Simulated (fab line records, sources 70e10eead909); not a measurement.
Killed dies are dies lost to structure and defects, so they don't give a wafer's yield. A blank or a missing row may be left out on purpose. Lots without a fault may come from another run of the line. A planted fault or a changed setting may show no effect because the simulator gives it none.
A struck lot beside a sound one | flow nand_harc | 15 steps out of a route of 1159
Sound: wafers L797.2, L797.4, L797.6. Struck: wafers L789.3, L789.4, L789.6. The cause comes at the end.
At each step with rows: each side's tool, then ch and its chambers, then its first start. Under that, the readings that differ: sound wafers | struck wafers | difference of the means | sigmas: that difference in standard deviations of wafers without a fault.
alike: readings whose means differ by less than 2 such deviations, and words and numbers that are the same on both sides. not compared: withheld readings, readings that some wafer has no value for, bounds like >300 that may hide the same value, and numbers for which the record gives no deviation and whose values overlap.
The two part at a step that has a row with sigmas, a row that says differs or no value, or rows on one side only. Numbers that don't overlap but have no deviation are shown without sigmas and don't part them. A reading that every wafer of one side lacks parts them only if that side has two wafers or more.

NHARC_A_CONTACT_OVL_MEAS_43:
  sound on overlay-01, day 20 14:33; struck on overlay-01, day 18 19:18
  reading           | sound       | struck         | difference | sigmas
  overlay_y_nm (nm) | 0.1 0.3 0.8 | -1.2 -1.5 -1.9 | -1.9       | -2
  alike: overlay_x_nm
NHARC_A_CONTACT_INSPECT_44:
  sound on defect_inspect-02, day 20 14:35; struck on defect_inspect-01, day 18 19:20
  reading          | sound    | struck   | difference | sigmas
  raw_defect_count | 56 51 52 | 28 19 34 | -26        | -2
NHARC_A_CONTACT_DESCUM_47: chemistry O2, time 3 s.
  sound on rie_diel-01 ch 1,2, day 20 14:39; struck on rie_diel-06 ch 2,3, day 18 19:23
  reading                     | sound       | struck      | difference | sigmas
  drypump_motor_current_A (A) | 5.2 5.0 5.2 | 6.4 5.9 6.4 | +1.1       | +3
  alike: oes_product_au, rf_vpp_V, showerhead_plenum_p_Torr, throttle_valve_pct
  not compared: rf_hours_counter_h
then, 2 steps without rows for these wafers: NHARC_A_CONTACT_ETCH_48 (etches the open film in CF4, target depth 39 nm, time 65 s); NHARC_A_CONTACT_ETCH_49 (etches the open film in N2/H2, target depth 260 nm, time 475.3 s).
NHARC_A_CONTACT_ETCH_50: etches the open film in CF4/CHF3, target depth 84.7 nm, time 42.4 s.
  sound on rie_diel-13 ch 0,2,3, day 20 15:40; struck on rie_diel-06 ch 1,2
  reading               | sound             | struck            | difference | sigmas
  oes_product_au (a.u.) | 0.997 0.996 1.007 | 0.966 0.958 0.945 | -0.044     | -2
  alike: bias_w, cf4_flow_sccm, drypump_motor_current_A, rf_fwd_power_W, rf_vpp_V, showerhead_plenum_p_Torr, throttle_valve_pct
  not compared: rf_hours_counter_h
then, 1 step without rows for these wafers: NHARC_A_CONTACT_ETCH_51 (etches the open film in O2/COS, target depth 3600 nm, time 936 s).
NHARC_A_CONTACT_ETCH_111: etches the open film in C4F8/O2/Ar, time 140 s, target depth 700 nm.
  sound on har_cap_etch-02 ch 0,1, day 20 16:26; struck on har_cap_etch-01 ch 0,1, day 18 20:50
  alike: chamber_pressure_mTorr, oes_air_line_au
  not compared: rf_hours_counter_h
then, 2 steps without rows for these wafers: NHARC_A_CONTACT_ETCH_112 (etches the open film in C4F8/O2/Ar, time 94 s, target depth 922 nm); NHARC_A_CONTACT_ETCH_113 (etches the open film in C4F8/O2/Ar, time 94 s, target depth 922 nm).
NHARC_A_CONTACT_ETCH_114: etches the open film in C4F8/O2/Ar, time 94 s, target depth 922 nm.
  sound on har_cap_etch-02 ch 0,1, day 20 16:49; struck on har_cap_etch-01 ch 0,1, day 18 21:17
  alike: chamber_pressure_mTorr, oes_air_line_au
  not compared: rf_hours_counter_h
then, 1 step without rows for these wafers: NHARC_A_CONTACT_ETCH_115 (etches the open film in C4F8/O2/Ar, time 94 s, target depth 922 nm).
NHARC_A_CONTACT_ETCH_116: etches the open film in C4F8/O2/Ar, time 94 s, target depth 922 nm.
  sound on har_cap_etch-02 ch 0,1, day 20 16:59; struck on har_cap_etch-01 ch 0,1, day 18 21:32
  no value came back on the struck wafers for chamber_pressure_mTorr (mTorr), oes_air_line_au (a.u.); on the sound wafers chamber_pressure_mTorr (mTorr) reads 20.021 19.965 19.981
  not compared: rf_hours_counter_h
NHARC_A_CONTACT_ETCH_117: etches the open film in C4F8/O2/Ar, time 94 s, target depth 922 nm.
  sound on har_cap_etch-02 ch 0,1, day 20 17:05; struck on har_cap_etch-01 ch 0,1, day 18 21:39
  alike: chamber_pressure_mTorr, oes_air_line_au
  not compared: rf_hours_counter_h
-- the record jumps here: 3 days lie between the struck wafers' starts before and after (it left off in module A_CONTACT and takes up again in module END, whose first step shown is number 1159 of the route) --
NHARC_END_SORT_01:
  sound on prober-02 ch 0, day 24 06:33; struck on prober-02 ch 0, day 22 03:32
  reading         | sound    | struck                                                               | difference                   | sigmas
  hold            | - - -    | await_dispo/2.0h/scrap await_dispo/2.0h/scrap await_dispo/2.0h/scrap | no value on the sound wafers |
  killed_at_array | 55 50 49 | 674 673 672                                                          | +622                         | +62
  killed_dies     | 61 53 52 | 677 677 677                                                          | +622                         | +57
  alike: killed_at_other, killed_at_periphery, killed_open, killed_short

WHERE THEY PART
First at NHARC_A_CONTACT_OVL_MEAS_43; last, within this record, at NHARC_END_SORT_01.

WHY: what the simulator had put in
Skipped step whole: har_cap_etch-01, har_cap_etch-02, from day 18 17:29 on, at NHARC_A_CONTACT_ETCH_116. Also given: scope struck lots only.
